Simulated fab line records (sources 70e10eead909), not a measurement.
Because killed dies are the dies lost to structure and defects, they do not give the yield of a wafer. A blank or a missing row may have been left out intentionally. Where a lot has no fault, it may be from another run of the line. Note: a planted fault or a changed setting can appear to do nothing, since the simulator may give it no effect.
fab line records ; flow nand-harc ; part 1 of 2: steps 1 to 30 of 39
record: lots: 5; wafers: 15; last-day: 25
route steps=1159 shown A_M1@1047 A_BONDPAD@1059
lots with no fault: from the same line, run without faults
start-h: hours from the record's first day to the start of the lot's first wafer shown ; wait-h: time in hours since the lot's previous step ; " the same as in the row above ; L1.1+2: a single row standing in for several wafers ; - value missing, or start not given ; * or withheld: withheld ; < > ~ a bound
route shown NAME@n: NAME is a module with steps in the file, n the number in the route of the first one ; usual: mean/standard deviation taken from wafers without a fault ; same: alike in all rows ; chamber/n: place in a boat ; sites: the reading at each site ; _std_site: standard deviation of those values ; _edge_site: outer sites' mean less inner sites' ; radius-mm: for every site, how far away it sits from the centre of the wafer ; mask NAME#n: copy n ; behind: the last tool/chamber to shape the wafer ; hold: cause of the lot's hold/its duration in hours/its outcome ; device: the n, p or np transistor that did not switch ; end of line: the tests these same wafers got at the end of their route ; where a step has no rows: the recipe by itself ; killed: dies lost to structure and defects at the first sort, not the wafer's yield ; map: the dies of a wafer, with x for killed, . for not killed, _ for no die there
set.NAME: the setting that was run; set.NAME@STEP: the one run at that earlier step ; model.NAME: the simulator's own value behind a step, which no gauge read
certain route steps with their lots: each step a table, each wafer a row
services: when a tool's chamber went out of use (start-h, in hours from the record's first day, below 0 if earlier), for how many hours, and the reason
== steps ==
step: NHARC_A_M1_PRE_CLEAN_30
recipe: time-s: 30; temp-c: 280; gas: H2/He
usual: heater-power-w: 408/46
lot.wafer;tool;chamber;start-h;wait-h;heater-power-w
L077.4;pvd-sputter-03;-;-;-;393
L077.2;pvd-sputter-03;-;-;-;391
L077.6;pvd-sputter-03;-;-;-;406
L088.1;pvd-sputter-03;-;-;-;460
L088.4;pvd-sputter-03;-;-;-;406
L088.3;pvd-sputter-03;-;-;-;387
L090.2;pvd-sputter-03;-;-;-;400
L090.5;pvd-sputter-03;-;-;-;407
L090.6;pvd-sputter-03;-;-;-;392
L095.3;pvd-sputter-01;-;-;-;314
L095.1;pvd-sputter-01;-;-;-;458
L095.5;pvd-sputter-01;-;-;-;447
L093.1;pvd-sputter-03;-;-;-;399
L093.3;pvd-sputter-03;-;-;-;383
L093.6;pvd-sputter-03;-;-;-;390
step: NHARC_A_M1_PVD_20
recipe: target-thk-a: 50; bias-v: 168.6; power-w: 15000; chamber-pressure-pa: 0.12; time-s: 8.06; substrate-temp-c: 50; material: TaN
usual: throttle-valve-pct: 30.4/0.95
lot.wafer;tool;chamber;start-h;wait-h;throttle-valve-pct
L077.2;pvd-sputter-03;-;-;-;30.6
L077.4;pvd-sputter-03;-;-;-;31.7
L077.6;pvd-sputter-03;-;-;-;30.6
L088.4;pvd-sputter-03;-;-;-;30.6
L088.3;pvd-sputter-03;-;-;-;31.4
L088.1;pvd-sputter-03;-;-;-;30.9
L090.2;pvd-sputter-03;-;-;-;31.6
L090.6;pvd-sputter-03;-;-;-;31.5
L090.5;pvd-sputter-03;-;-;-;30.9
L095.3;pvd-sputter-01;-;-;-;29.8
L095.1;pvd-sputter-01;-;-;-;30.6
L095.5;pvd-sputter-01;-;-;-;31.0
L093.1;pvd-sputter-03;-;-;-;32.0
L093.3;pvd-sputter-03;-;-;-;31.0
L093.6;pvd-sputter-03;-;-;-;30.7
step: NHARC_A_M1_PVD_21
recipe: target-thk-a: 300; chamber-pressure-pa: 5; power-w: 5000; substrate-temp-c: 30; time-s: 20.49; material: Cu
usual: throttle-valve-pct: 30.5/0.89
lot.wafer;tool;chamber;start-h;wait-h;throttle-valve-pct
L077.4;pvd-sputter-03;-;-;-;30.5
L077.2;pvd-sputter-03;-;-;-;31.7
L077.6;pvd-sputter-03;-;-;-;30.7
L088.3;pvd-sputter-03;-;-;-;31.4
L088.4;pvd-sputter-03;-;-;-;30.9
L088.1;pvd-sputter-03;-;-;-;30.3
L090.2;pvd-sputter-03;-;-;-;30.3
L090.6;pvd-sputter-03;-;-;-;30.2
L090.5;pvd-sputter-03;-;-;-;31.7
L095.3;pvd-sputter-01;-;-;-;30.6
L095.1;pvd-sputter-01;-;-;-;29.4
L095.5;pvd-sputter-01;-;-;-;30.9
L093.1;pvd-sputter-03;-;-;-;30.2
L093.3;pvd-sputter-03;-;-;-;31.5
L093.6;pvd-sputter-03;-;-;-;30.5
step: NHARC_A_M1_ECD_22
recipe: target-thk-a: 4000; bath-temp-c: 25; material: Cu
lot.wafer;tool;chamber;start-h;wait-h
L077.2+4+6;ecd-cu-02;0,1,0;412.43;-
L088.1+4+3;ecd-cu-01;1,0,1;508.52;-
L090.2+5+6;ecd-cu-02;1,1,0;522.64;-
L095.1+3+5;ecd-cu-01;0,1,1;535.14;-
L093.1+3+6;ecd-cu-02;0,1,0;544.54;-
step: NHARC_A_M1_ANNEAL_31
recipe: temp-c: 225; time-s: 90
usual: wafer_temp_C_max: 226.1/0.33
lot.wafer;tool;chamber;start-h;wait-h;wafer_temp_C_max
L077.2;rtp-anneal-01;0;412.81;0.3;226.2
L077.4;rtp-anneal-01;0;412.81;0.3;226.4
L077.6;rtp-anneal-01;0;412.81;0.3;226.0
L088.1;rtp-anneal-01;0;508.86;-;226.0
L088.3;rtp-anneal-01;0;508.86;-;226.4
L088.4;rtp-anneal-01;0;508.86;-;226.0
L090.2;rtp-anneal-01;0;523.07;-;226.0
L090.5;rtp-anneal-01;0;523.07;-;226.2
L090.6;rtp-anneal-01;0;523.07;-;226.8
L095.1;rtp-anneal-01;0;535.52;-;225.8
L095.3;rtp-anneal-01;0;535.52;-;226.1
L095.5;rtp-anneal-01;0;535.52;-;226.0
L093.1;rtp-anneal-01;0;544.86;-;226.7
L093.3;rtp-anneal-01;0;544.86;-;226.7
L093.6;rtp-anneal-01;0;544.86;-;226.1
step: NHARC_A_M1_CMP_23
recipe: t-overpolish-s: 20; target-thk-nm: 154.34
usual: edge-zone-pressure-frac: 1.000/0.0052; motor-current-A: 12.4/1.4; time-to-endpoint-s: 31/3.3
lot.wafer;tool;chamber;start-h;wait-h;edge-zone-pressure-frac;motor-current-A;time-to-endpoint-s
L077.2;cmp-01;1;413.10;-;1.008;9.6;33
L077.4;cmp-01;2;413.10;-;1.006;11.8;27
L077.6;cmp-01;1;413.10;-;1.004;10.2;32
L088.3;cmp-01;1;509.20;-;1.001;10.1;31
L088.1;cmp-01;2;509.20;-;1.005;12.0;27
L088.4;cmp-01;3;509.20;-;1.000;13.6;29
L090.2;cmp-04;1;523.45;-;1.002;11.8;29
L090.5;cmp-04;2;523.45;-;1.006;12.5;36
L090.6;cmp-04;3;523.45;-;0.998;14.0;34
L095.3;cmp-03;2;535.89;-;0.999;14.4;27
L095.1;cmp-03;1;535.89;-;0.998;12.7;27
L095.5;cmp-03;2;535.89;-;1.001;15.2;27
L093.3;cmp-04;0;545.24;-;1.007;11.5;36
L093.1;cmp-04;1;545.24;-;0.997;11.8;26
L093.6;cmp-04;0;545.24;-;0.997;12.5;35
step: NHARC_A_M1_THK_MEAS_24
recipe: thk-meas-gauge: xrf
usual: thk-nm: 155.1/1.8
lot.wafer;tool;chamber;start-h;wait-h;thk-nm
L077.2;film-metro-01;-;413.42;-;155.3
L077.4;film-metro-01;-;413.42;-;153.4
L077.6;film-metro-01;-;413.42;-;155.7
L088.1;film-metro-01;-;509.52;-;155.3
L088.3;film-metro-01;-;509.52;-;154.3
L088.4;film-metro-01;-;509.52;-;151.7
L090.2;film-metro-01;-;523.68;-;155.3
L090.5;film-metro-01;-;523.68;-;156.2
L090.6;film-metro-01;-;523.68;-;156.3
L095.1;film-metro-02;-;536.20;-;151.9
L095.3;film-metro-02;-;536.20;-;153.7
L095.5;film-metro-02;-;536.20;-;152.2
L093.1;film-metro-01;-;545.52;-;151.5
L093.3;film-metro-01;-;545.52;-;157.5
L093.6;film-metro-01;-;545.52;-;157.0
step: NHARC_A_M1_SRD_25
lot.wafer;tool;chamber;start-h;wait-h
L077.2+4+6;wet-bench-10;0,3,5;413.46;0.0
L088.1+3+4;wet-bench-08;2,5,6;509.56;0.0
L090.5+2+6;wet-bench-10;6,7,1;523.72;0.0
L095.3+1+5;wet-bench-08;5,6,7;536.24;0.0
L093.1+6+3;wet-bench-10;1,3,5;545.57;0.0
step: NHARC_A_M1_INSPECT_27
usual: raw-defect-count: 437/110
lot.wafer;tool;chamber;start-h;wait-h;raw-defect-count
L077.2;defect-inspect-02;-;413.57;0.0;411
L077.4;defect-inspect-02;-;413.57;0.0;510
L077.6;defect-inspect-02;-;413.57;0.0;382
L088.1;defect-inspect-02;-;509.67;0.0;396
L088.3;defect-inspect-02;-;509.67;0.0;700
L088.4;defect-inspect-02;-;509.67;0.0;407
L090.2;defect-inspect-01;-;523.83;0.0;414
L090.5;defect-inspect-01;-;523.83;0.0;548
L090.6;defect-inspect-01;-;523.83;0.0;573
L095.1;defect-inspect-02;-;536.35;0.0;500
L095.3;defect-inspect-02;-;536.35;0.0;404
L095.5;defect-inspect-02;-;536.35;0.0;518
L093.1;defect-inspect-02;-;545.68;0.0;341
L093.3;defect-inspect-02;-;545.68;0.0;324
L093.6;defect-inspect-02;-;545.68;0.0;306
step: NHARC_A_M1_PRE_CLEAN_32
recipe: time-s: 12; temp-c: 370; rf-power-w: 300; gas: NH3
usual: heater-power-w: 610/74
lot.wafer;tool;chamber;start-h;wait-h;heater-power-w
L077.2;pecvd-04;0;413.65;0.1;686
L077.4;pecvd-04;0;413.65;0.1;708
L077.6;pecvd-04;2;413.65;0.1;529
L088.1;pecvd-04;2;509.74;0.1;536
L088.3;pecvd-04;0;509.74;0.1;625
L088.4;pecvd-04;0;509.74;0.1;623
L090.2;pecvd-01;1;523.90;0.1;557
L090.6;pecvd-01;1;523.90;0.1;562
L090.5;pecvd-01;2;523.90;0.1;639
L095.3;pecvd-03;1;536.42;0.1;685
L095.1;pecvd-03;0;536.42;0.1;566
L095.5;pecvd-03;1;536.42;0.1;700
L093.3;pecvd-03;0;545.76;0.1;568
L093.1;pecvd-03;1;545.76;0.1;698
L093.6;pecvd-03;1;545.76;0.1;689
step: NHARC_A_M1_DEP_33
recipe: target-thk-a: 300; temp-c: 370; target-thk-nm: 30; pressure-torr: 3; flow-sccm: 200; rf-w: 450; material: SiCN
usual: heater-power-w: 554/78
lot.wafer;tool;chamber;start-h;wait-h;heater-power-w
L077.2;pecvd-04;0;413.72;0.1;613
L077.4;pecvd-04;0;413.72;0.1;598
L077.6;pecvd-04;2;413.72;0.1;439
L088.1;pecvd-04;2;509.82;0.1;499
L088.3;pecvd-04;0;509.82;0.1;641
L088.4;pecvd-04;0;509.82;0.1;627
L090.2;pecvd-01;1;524.02;0.1;501
L090.6;pecvd-01;1;524.02;0.1;484
L090.5;pecvd-01;2;524.02;0.1;518
L095.3;pecvd-03;1;536.50;0.1;639
L095.1;pecvd-03;0;536.50;0.1;566
L095.5;pecvd-03;1;536.50;0.1;653
L093.3;pecvd-03;0;545.87;0.1;528
L093.1;pecvd-03;1;545.87;0.1;639
L093.6;pecvd-03;1;545.87;0.1;653
step: NHARC_A_BONDPAD_DEP_00
recipe: target-thk-a: 2500; temp-c: 370; target-thk-nm: 250; pressure-torr: 3; flow-sccm: 200; rf-w: 450; material: SiCN
usual: heater-power-w: 569/98
lot.wafer;tool;chamber;start-h;wait-h;heater-power-w
L077.2;pecvd-03;2;414.32;-;490
L077.4;pecvd-03;2;414.32;-;493
L077.6;pecvd-03;0;414.32;-;497
L088.3;pecvd-03;0;510.58;-;544
L088.1;pecvd-03;1;510.58;-;638
L088.4;pecvd-03;2;510.58;-;445
L090.2;pecvd-03;1;524.75;-;642
L090.5;pecvd-03;1;524.75;-;650
L090.6;pecvd-03;2;524.75;-;404
L095.3;pecvd-02;2;537.05;-;764
L095.1;pecvd-02;0;537.05;-;623
L095.5;pecvd-02;0;537.05;-;620
L093.3;pecvd-02;0;546.39;-;601
L093.1;pecvd-02;1;546.39;-;450
L093.6;pecvd-02;1;546.39;-;465
step: NHARC_A_BONDPAD_CMP_29
recipe: target-thk-nm: 200; material: SiCN
usual: edge-zone-pressure-frac: 1.000/0.0048; motor-current-A: 12.1/1.3
lot.wafer;tool;chamber;start-h;wait-h;edge-zone-pressure-frac;motor-current-A
L077.2;cmp-04;3;414.68;-;0.998;14.0
L077.4;cmp-04;1;414.68;-;1.002;12.2
L077.6;cmp-04;3;414.68;-;0.996;14.7
L088.4;cmp-02;0;510.97;-;1.003;9.5
L088.3;cmp-02;1;510.97;-;0.994;12.1
L088.1;cmp-02;2;510.97;-;0.996;12.2
L090.2;cmp-04;1;525.19;-;0.994;11.9
L090.5;cmp-04;2;525.19;-;0.994;12.9
L090.6;cmp-04;3;525.19;-;1.011;14.8
L095.1;cmp-04;1;537.46;-;0.995;11.7
L095.3;cmp-04;2;537.46;-;0.996;13.1
L095.5;cmp-04;1;537.46;-;1.001;11.5
L093.1;cmp-02;1;546.80;-;0.998;11.2
L093.3;cmp-02;0;546.80;-;1.002;9.7
L093.6;cmp-02;1;546.80;-;0.989;11.5
step: NHARC_A_BONDPAD_THK_MEAS_30
recipe: thk-meas-gauge: ellipsometry
usual: thk-nm: 200.9/1.7
lot.wafer;tool;chamber;start-h;wait-h;thk-nm
L077.2;film-metro-01;-;414.94;0.2;200.9
L077.4;film-metro-01;-;414.94;0.2;199.7
L077.6;film-metro-01;-;414.94;0.2;203.7
L088.1;film-metro-01;-;511.20;0.2;201.7
L088.3;film-metro-01;-;511.20;0.2;201.8
L088.4;film-metro-01;-;511.20;0.2;201.4
L090.2;film-metro-02;-;525.36;0.2;198.5
L090.5;film-metro-02;-;525.36;0.2;201.7
L090.6;film-metro-02;-;525.36;0.2;201.5
L095.1;film-metro-02;-;537.71;0.2;200.2
L095.3;film-metro-02;-;537.71;0.2;201.6
L095.5;film-metro-02;-;537.71;0.2;198.0
L093.1;film-metro-02;-;547.05;0.2;200.0
L093.3;film-metro-02;-;547.05;0.2;200.6
L093.6;film-metro-02;-;547.05;0.2;197.8
step: NHARC_A_BONDPAD_SRD_31
lot.wafer;tool;chamber;start-h;wait-h
L077.4+6+2;wet-bench-08;3,6,0;414.98;0.0
L088.1+3+4;wet-bench-10;7,0,1;511.25;0.1
L090.5+2+6;wet-bench-08;6,0,1;525.40;0.0
L095.1+3+5;wet-bench-08;0,1,3;537.76;0.0
L093.1+3+6;wet-bench-08;1,2,3;547.09;0.0
step: NHARC_A_BONDPAD_DEHYDRATE_01
recipe: temp-c: 150; time-s: 120
lot.wafer;tool;chamber;start-h;wait-h
L077.2+4+6;litho-track-02;0;415.06;0.1
L088.1+3+4;litho-track-03;0;511.32;0.1
L090.2+5+6;litho-track-03;0;525.48;0.1
L095.1+3+5;litho-track-05;0;537.83;0.1
L093.1+3+6;litho-track-05;0;547.17;0.1
step: NHARC_A_BONDPAD_HMDS_02
recipe: time-s: 30
lot.wafer;tool;chamber;start-h;wait-h
L077.2+4+6;litho-track-02;0;-;-
L088.1+3+4;litho-track-03;0;-;-
L090.2+5+6;litho-track-03;0;-;-
L095.1+3+5;litho-track-05;0;-;-
L093.1+3+6;litho-track-05;0;-;-
step: NHARC_A_BONDPAD_COAT_33
recipe: temp-c: 200; time-s: 65
lot.wafer;tool;chamber;start-h;wait-h
L077.2+4+6;litho-track-02;0;-;-
L088.1+3+4;litho-track-03;0;-;-
L090.2+5+6;litho-track-03;0;-;-
L095.1+3+5;litho-track-05;0;-;-
L093.1+3+6;litho-track-05;0;-;-
step: NHARC_A_BONDPAD_COAT_03
recipe: spin-rpm: 2000; resist-thk-nm: 600
lot.wafer;tool;chamber;start-h;wait-h
L077.2+4+6;litho-track-02;0;-;-
L088.1+3+4;litho-track-03;0;-;-
L090.2+5+6;litho-track-03;0;-;-
L095.1+3+5;litho-track-05;0;-;-
L093.1+3+6;litho-track-05;0;-;-
step: NHARC_A_BONDPAD_SOFTBAKE_04
recipe: temp-c: 125; time-s: 70
lot.wafer;tool;chamber;start-h;wait-h
L077.2+4+6;litho-track-02;0;-;-
L088.1+3+4;litho-track-03;0;-;-
L090.2+5+6;litho-track-03;0;-;-
L095.1+3+5;litho-track-05;0;-;-
L093.1+3+6;litho-track-05;0;-;-
step: NHARC_A_BONDPAD_EBR_05
lot.wafer;tool;chamber;start-h;wait-h
L077.2+4+6;litho-track-02;0;-;-
L088.1+3+4;litho-track-03;0;-;-
L090.2+5+6;litho-track-03;0;-;-
L095.1+3+5;litho-track-05;0;-;-
L093.1+3+6;litho-track-05;0;-;-
step: NHARC_A_BONDPAD_EXPOSE_06
recipe: na: 0.55; dose-mj: 36.99; mask-id: A_BPAD
same: na: 0.55
lot.wafer;tool;chamber;start-h;wait-h;mask
L077.2+4+6;krf-scanner-01;0;415.35;-;A_BPAD#0
L088.1+3+4;krf-scanner-04;0;511.61;-;A_BPAD#0
L090.2+5+6;krf-scanner-04;0;525.65;-;A_BPAD#0
L095.1+3+5;krf-scanner-01;0;538.12;-;A_BPAD#0
L093.1+3+6;krf-scanner-02;0;547.34;-;A_BPAD#0
step: NHARC_A_BONDPAD_PEB_07
recipe: peb-temp-c: 128; peb-time-s: 80
lot.wafer;tool;chamber;start-h;wait-h
L077.2+4+6;litho-track-03;0;415.42;0.1
L088.1+3+4;litho-track-02;0;511.67;0.1
L090.2+5+6;litho-track-02;0;525.72;0.1
L095.1+3+5;litho-track-05;0;538.19;0.1
L093.1+3+6;litho-track-03;0;547.40;0.1
step: NHARC_A_BONDPAD_DEVELOP_08
recipe: time-s: 50; dev-temp-c: 22
lot.wafer;tool;chamber;start-h;wait-h
L077.2+4+6;litho-track-03;0;-;-
L088.1+3+4;litho-track-02;0;-;-
L090.2+5+6;litho-track-02;0;-;-
L095.1+3+5;litho-track-05;0;-;-
L093.1+3+6;litho-track-03;0;-;-
step: NHARC_A_BONDPAD_CD_MEAS_09
recipe: target-cd-nm: 500; landing-energy-ev: 500
usual: cd-nm: 498.3/2.4
lot.wafer;tool;chamber;start-h;wait-h;cd-nm
L077.2;cd-sem-01;0;415.50;-;495.7
L077.4;cd-sem-01;0;415.50;-;498.9
L077.6;cd-sem-01;0;415.50;-;494.7
L088.1;cd-sem-02;0;511.76;-;494.7
L088.3;cd-sem-02;0;511.76;-;496.7
L088.4;cd-sem-02;0;511.76;-;497.6
L090.2;cd-sem-01;0;525.81;-;497.7
L090.5;cd-sem-01;0;525.81;-;498.6
L090.6;cd-sem-01;0;525.81;-;501.0
L095.1;cd-sem-02;0;538.28;-;498.1
L095.3;cd-sem-02;0;538.28;-;499.3
L095.5;cd-sem-02;0;538.28;-;500.2
L093.1;cd-sem-03;0;547.49;-;494.2
L093.3;cd-sem-03;0;547.49;-;494.1
L093.6;cd-sem-03;0;547.49;-;498.9
step: NHARC_A_BONDPAD_OVL_MEAS_35
usual: overlay-x-nm: -2/6; overlay-y-nm: 0/4.4
lot.wafer;tool;chamber;start-h;wait-h;overlay-x-nm;overlay-y-nm
L077.2;overlay-01;-;415.59;-;-11;-8
L077.4;overlay-01;-;415.59;-;-12;-9
L077.6;overlay-01;-;415.59;-;-11;-8
L088.1;overlay-02;-;511.85;-;-2;-4
L088.3;overlay-02;-;511.85;-;-1;-3
L088.4;overlay-02;-;511.85;-;-2;-3
L090.2;overlay-01;-;525.89;-;-6;-7
L090.5;overlay-01;-;525.89;-;-5;-7
L090.6;overlay-01;-;525.89;-;-6;-7
L095.1;overlay-02;-;538.37;-;-2;6
L095.3;overlay-02;-;538.37;-;-2;6
L095.5;overlay-02;-;538.37;-;-2;6
L093.1;overlay-01;-;547.58;-;1;1
L093.3;overlay-01;-;547.58;-;2;1
L093.6;overlay-01;-;547.58;-;2;1
step: NHARC_A_BONDPAD_HARDBAKE_10
recipe: temp-c: 118; time-s: 65
lot.wafer;tool;chamber;start-h;wait-h
L077.2+4+6;litho-track-03;0;415.64;0.0
L088.1+3+4;litho-track-03;0;511.90;0.0
L090.2+5+6;litho-track-03;0;525.94;0.0
L095.1+3+5;litho-track-02;0;538.42;0.0
L093.1+3+6;litho-track-03;0;547.62;0.0
step: NHARC_A_BONDPAD_DESCUM_11
recipe: time-s: 3; o2-flow-sccm: 200; ar-flow-sccm: 0; bias-power-w: 0; chemistry: O2
usual: drypump-motor-current-A: 5.6/0.55; oes-product-au: 1.002/0.017; rf-vpp-V: 57.8/0.98; showerhead-plenum-p-Torr: 1.94/0.11; throttle-valve-pct: 11.310/0.0088
lot.wafer;tool;chamber;start-h;wait-h;drypump-motor-current-A;oes-product-au;rf-hours-counter-h;rf-vpp-V;showerhead-plenum-p-Torr;throttle-valve-pct
L077.4;rie-diel-02;1;415.72;-;6.6;1.016;3;58.1;1.97;11.315
L077.2;rie-diel-02;2;415.72;-;5.6;1.034;3;59.6;2.07;11.299
L077.6;rie-diel-02;1;415.72;-;6.6;1.002;-;58.5;1.97;11.295
L088.1;rie-diel-05;1;512.00;-;5.4;0.999;27;58.0;1.84;11.305
L088.4;rie-diel-05;2;512.00;-;5.6;0.987;32;56.9;1.83;11.308
L088.3;rie-diel-05;3;512.00;-;5.5;1.012;33;57.6;1.82;11.302
L090.2;rie-diel-02;2;526.02;-;5.7;1.000;0;56.7;2.07;11.308
L090.6;rie-diel-02;2;526.02;-;5.6;1.008;-;59.1;2.07;11.310
L090.5;rie-diel-02;3;526.02;-;5.3;1.008;-;56.7;2.06;11.305
L095.3;rie-diel-02;2;538.50;-;5.7;1.004;1;58.7;2.07;11.304
L095.1;rie-diel-02;0;538.50;-;5.0;1.010;1;57.6;1.83;11.316
L095.5;rie-diel-02;1;538.50;-;6.6;0.991;-;57.3;1.97;11.325
L093.3;rie-diel-05;1;547.70;-;5.3;0.998;4;58.3;1.84;11.303
L093.1;rie-diel-05;0;547.70;-;5.6;0.996;4;58.2;1.78;11.323
L093.6;rie-diel-05;1;547.70;-;5.3;0.979;-;57.7;1.84;11.304
step: NHARC_A_BONDPAD_ETCH_34
recipe: target-depth-a: 600; overetch-a: 180; time-s: 65.91; ion-energy-ev: 200; n2-flow-sccm: 150; h2-flow-sccm: 150; ar-flow-sccm: 0; rf-w: 400; bias-w: 150; chemistry: N2/H2
usual: bias-w: 150.0/0.44; drypump-motor-current-A: 5.6/0.51; oes-product-au: 1.004/0.019; rf-vpp-V: 431/3.3; showerhead-plenum-p-Torr: 2.08/0.12; throttle-valve-pct: 14.171/0.0088
lot.wafer;tool;chamber;start-h;wait-h;bias-w;drypump-motor-current-A;oes-product-au;rf-hours-counter-h;rf-vpp-V;showerhead-plenum-p-Torr;throttle-valve-pct
L077.4;rie-diel-02;3;415.80;0.1;150.2;5.3;0.985;3;434;2.20;14.167
L077.2;rie-diel-02;0;415.80;0.1;149.7;5.1;1.002;3;429;1.95;14.159
L077.6;rie-diel-02;3;415.80;0.1;150.8;5.2;0.995;-;435;2.20;14.170
L088.1;rie-diel-05;2;512.21;0.2;149.5;5.6;1.000;32;427;1.95;14.164
L088.3;rie-diel-05;3;512.21;0.2;149.4;5.5;1.031;33;428;1.94;14.173
L088.4;rie-diel-05;1;512.21;0.2;150.0;5.4;1.011;27;429;1.96;14.177
L090.2;rie-diel-02;2;526.12;0.1;149.6;5.6;1.009;0;435;2.21;14.171
L090.6;rie-diel-02;0;526.12;0.1;149.7;5.0;1.010;-;429;1.95;14.172
L090.5;rie-diel-02;1;526.12;0.1;151.0;6.6;1.013;-;432;2.10;14.169
L095.3;rie-diel-02;0;538.59;0.1;150.2;5.1;0.998;1;427;1.95;14.169
L095.1;rie-diel-02;1;538.59;0.1;150.7;6.6;0.989;1;432;2.10;14.192
L095.5;rie-diel-02;2;538.59;0.1;149.8;5.7;1.011;-;434;2.21;14.167
L093.1;rie-diel-05;0;547.80;0.1;150.6;5.6;0.996;4;427;1.89;14.190
L093.3;rie-diel-05;1;547.80;0.1;150.2;5.4;0.971;4;427;1.96;14.179
L093.6;rie-diel-05;3;547.80;0.1;150.5;5.5;1.015;-;427;1.94;14.170
step: NHARC_A_BONDPAD_ETCH_12
recipe: target-depth-a: 2200; time-s: 110; chf3-flow-sccm: 50; o2-flow-sccm: 10; ar-flow-sccm: 200; rf-w: 500; bias-w: 200; chemistry: CHF3/O2
usual: bias-w: 200.0/0.5; drypump-motor-current-A: 5.6/0.54; oes-product-au: 0.955/0.026; rf-vpp-V: 371.2/2.9; showerhead-plenum-p-Torr: 2.43/0.13; throttle-valve-pct: 20.573/0.0083
lot.wafer;tool;chamber;start-h;wait-h;bias-w;drypump-motor-current-A;oes-product-au;rf-hours-counter-h;rf-vpp-V;showerhead-plenum-p-Torr;throttle-valve-pct
L077.4;rie-diel-02;0;-;-;199.0;5.1;0.959;3;368.7;2.31;20.568
L077.2;rie-diel-02;2;-;-;199.9;5.7;1.019;3;374.4;2.59;20.576
L077.6;rie-diel-02;1;-;-;200.1;6.7;0.971;-;373.0;2.47;20.561
L088.1;rie-diel-05;2;-;-;199.5;5.6;0.917;32;369.3;2.30;20.568
L088.3;rie-diel-05;3;-;-;200.6;5.5;0.959;33;368.0;2.30;20.554
L088.4;rie-diel-05;0;-;-;200.1;5.6;0.924;33;367.7;2.24;20.572
L090.2;rie-diel-02;0;-;-;200.0;5.1;0.982;0;367.5;2.31;20.582
L090.6;rie-diel-02;3;-;-;200.1;5.3;0.959;-;373.9;2.58;20.557
L090.5;rie-diel-02;0;-;-;200.0;5.0;0.982;-;370.0;2.31;20.568
L095.3;rie-diel-02;1;-;-;199.1;6.7;0.922;1;371.9;2.47;20.572
L095.1;rie-diel-02;2;-;-;199.9;5.7;0.948;1;374.2;2.58;20.565
L095.5;rie-diel-02;0;-;-;199.6;5.1;0.937;-;367.8;2.31;20.579
L093.3;rie-diel-05;2;-;-;200.2;5.6;0.937;4;368.4;2.30;20.586
L093.1;rie-diel-05;3;-;-;199.8;5.5;0.981;4;365.4;2.29;20.576
L093.6;rie-diel-05;0;-;-;200.4;5.6;0.963;-;367.3;2.24;20.586
